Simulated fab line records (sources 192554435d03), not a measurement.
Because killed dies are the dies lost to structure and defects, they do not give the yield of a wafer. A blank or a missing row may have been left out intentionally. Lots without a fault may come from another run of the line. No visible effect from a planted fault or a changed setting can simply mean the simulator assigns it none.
Which tool was responsible? | flow n5 finfet | 30 wafers from 10 lots sampled at 3 of the route's 1938 steps

== WHAT THE GAUGES READ, wafer by wafer ==
N5_BEOL_M4_RC_MEAS_101. Usual: DIBL_N 36.1 mV/V, standard deviation 2.3; DIBL_P 36 mV/V, standard deviation 3.2; IOFF_N 0.16 nA/um, standard deviation 0.045; IOFF_P 0.21 nA/um, standard deviation 0.049; ION_N 674 uA/um, standard deviation 14; ION_P 462 uA/um, standard deviation 8.4; SS_N 71.6 mV/dec, standard deviation 0.83; SS_P 73.2 mV/dec, standard deviation 0.87; VT_N 249 mV, standard deviation 3.8; VT_P -250 mV, standard deviation 3.4.
lot  | measured     | on        | DIBL_N (mV/V)  | DIBL_P (mV/V) | IOFF_N (nA/um) | IOFF_P (nA/um) | ION_N (uA/um) | ION_P (uA/um) | SS_N (mV/dec)  | SS_P (mV/dec)  | VT_N (mV)   | VT_P (mV)      | flag
L952 | day 12 22:52 | prober-02 | 34.9 36.0 34.8 | 34 36 33      | 0.12 0.14 0.12 | 0.15 0.19 0.15 | 652 668 645   | 444 456 439   | 70.7 71.9 70.9 | 71.9 73.5 72.9 | 253 251 254 | -255 -255 -257 |
L954 | day 13 15:51 | prober-01 | 33.8 34.2 34.2 | 34 34 34      | 0.16 0.14 0.15 | 0.22 0.21 0.21 | 667 662 684   | 462 460 474   | 71.5 71.5 71.1 | 73.0 72.4 73.1 | 248 250 248 | -248 -249 -249 |
L953 | day 14 01:37 | prober-01 | 31.5 30.9 30.0 | 30 30 29      | 0.09 0.09 0.09 | 0.14 0.14 0.13 | 645 657 653   | 446 456 455   | 70.8 69.4 69.6 | 72.5 71.8 71.3 | 257 254 256 | -254 -252 -255 |
L959 | day 15 08:42 | prober-01 | 35.5 37.7 33.9 | 36 38 34      | 0.15 0.20 0.13 | 0.18 0.22 0.16 | 672 686 667   | 457 463 457   | 72.1 71.2 70.4 | 72.9 74.2 72.4 | 249 244 248 | -253 -251 -255 |
L957 | day 15 08:49 | prober-02 | 37.5 32.3 33.1 | 37 30 31      | 0.18 0.11 0.11 | 0.23 0.14 0.15 | 666 656 658   | 457 448 453   | 72.6 70.9 71.1 | 73.9 71.3 72.1 | 248 255 252 | -250 -256 -254 |
L958 | day 15 11:49 | prober-02 | 36.9 38.7 39.8 | 34 37 37      | 0.16 0.19 0.22 | 0.20 0.24 0.24 | 689 693 688   | 470 472 465   | 70.9 71.8 71.8 | 72.9 74.2 73.6 | 249 243 243 | -247 -245 -247 |
L964 | day 15 22:50 | prober-02 | 37.6 39.2 36.5 | 38 41 37      | 0.17 0.21 0.15 | 0.20 0.28 0.20 | 673 674 675   | 458 466 462   | 71.3 72.2 71.2 | 73.8 75.1 73.9 | 248 249 248 | -252 -249 -254 |
L966 | day 16 04:26 | prober-02 | 39.9 36.0 35.4 | 39 34 33      | 0.22 0.14 0.13 | 0.24 0.17 0.17 | 707 661 670   | 474 450 460   | 72.3 70.8 70.4 | 74.2 73.0 72.0 | 244 250 251 | -250 -252 -248 |
L965 | day 17 04:50 | prober-02 | 40.9 40.3 39.2 | 44 43 41      | 0.28 0.30 0.26 | 0.38 0.36 0.31 | 686 695 685   | 469 472 464   | 73.0 72.4 72.8 | 75.4 74.8 75.0 | 241 239 243 | -241 -240 -243 |
L967 | day 17 10:15 | prober-01 | 37.5 40.1 37.4 | 39 42 38      | 0.20 0.24 0.19 | 0.25 0.29 0.24 | 683 679 681   | 463 461 466   | 72.7 72.7 72.0 | 73.3 74.2 73.7 | 246 246 247 | -248 -248 -247 |

N5_BEOL_M5_CD_MEAS_28: target cd 30.6 nm, target cd y 20 nm. Usual: cd nm reads 30.42 nm (standard deviation 0.28).
lot  | measured     | on        | cd nm (nm)        | flag
L952 | day 13 04:04 | cd sem-01 | 30.58 30.65 30.46 |
L954 | day 13 20:49 | cd sem-03 | 30.48 30.49 30.38 |
L953 | day 14 09:26 | cd sem-01 | 30.28 30.65 30.51 |
L959 | day 15 21:19 | cd sem-03 | 30.53 30.43 30.39 |
L957 | day 16 00:10 | cd sem-02 | 30.53 30.10 30.00 |
L958 | day 16 00:13 | cd sem-03 | 30.34 29.94 30.11 |
L964 | day 16 12:43 | cd sem-02 | 30.84 30.36 30.63 |
L966 | day 16 13:15 | cd sem-02 | 30.47 30.48 30.53 |
L965 | day 17 10:44 | cd sem-03 | 30.88 30.96 31.02 |
L967 | day 17 16:13 | cd sem-01 | 30.21 30.55 30.54 |

== WHAT TOOL EACH LOT RAN ON (gives the tool, then ch and the chambers of the sampled wafers, and finally the start) ==
lot  | N5_BEOL_M5_HM_OPEN_17
L952 | rie metal-03 ch 0,1, day 13 01:44
L954 | rie metal-02 ch 0,1, day 13 19:18
L953 | rie metal-02 ch 0,1, day 14 05:48
L959 | rie metal-01 ch 0,1, day 15 19:55
L957 | rie metal-02 ch 0,1, day 15 21:13
L958 | rie metal-02 ch 0,1, day 15 22:55
L964 | rie metal-03 ch 0,1, day 16 05:15
L966 | rie metal-02 ch 0,1, day 16 10:35
L965 | rie metal-02 ch 0,1, day 17 09:05
L967 | rie metal-02 ch 0,1, day 17 12:44
- N5_BEOL_M5_HM_OPEN_17: chemistry Cl2/BCl3, target TiN, target depth 20 nm, overetch 6 nm.

== WHAT THE TOOLS THEMSELVES READ (means of the sampled wafers that have a number; where no wafer has one, the mark that the record gives instead) ==
N5_BEOL_M5_HM_OPEN_17. Usual: drypump motor current A 6.2 A, standard deviation 0.43; oes product au 0.73 a.u., standard deviation 0.05; throttle valve pct 21.98 %, standard deviation 0.19.
lot  | tool         | drypump motor current A (A) | oes product au (a.u.) | throttle valve pct (%) | flag
L952 | rie metal-03 | 6.0                         | 0.69                  | 21.89                  |
L954 | rie metal-02 | 6.0                         | 0.75                  | 21.94                  |
L953 | rie metal-02 | 6.3                         | 0.74                  | 21.89                  |
L959 | rie metal-01 | 6.5                         | 0.76                  | 22.27                  |
L957 | rie metal-02 | 6.3                         | 0.74                  | 21.89                  |
L958 | rie metal-02 | 6.3                         | 0.74                  | 21.90                  |
L964 | rie metal-03 | 5.8                         | 0.62                  | 21.79                  |
L966 | rie metal-02 | 6.3                         | 0.72                  | 21.92                  |
L965 | rie metal-02 | 6.0                         | 0.72                  | 21.96                  |
L967 | rie metal-02 | 6.3                         | 0.72                  | 21.91                  |

== THE ANSWER, worked out from the rows above alone ==
Rule: take the mean of a lot's wafers that have a number; if it is more than 3 standard deviations from the usual mean, the lot is off. Also off: a lot with no number at a reading for which 4 or more lots have one. Any other lot the step has rows for is counted as sound. Order of review: gauges by route order, followed by the tools' own readings, for which a lot's mean as printed above is used. At the first step where some lot is off, the reading lying furthest off is the one used; lots without a number count as furthest.
No lot is off at any reading shown: from this, nothing can be told.

== WHAT WAS PUT IN BY THE SIMULATOR ==
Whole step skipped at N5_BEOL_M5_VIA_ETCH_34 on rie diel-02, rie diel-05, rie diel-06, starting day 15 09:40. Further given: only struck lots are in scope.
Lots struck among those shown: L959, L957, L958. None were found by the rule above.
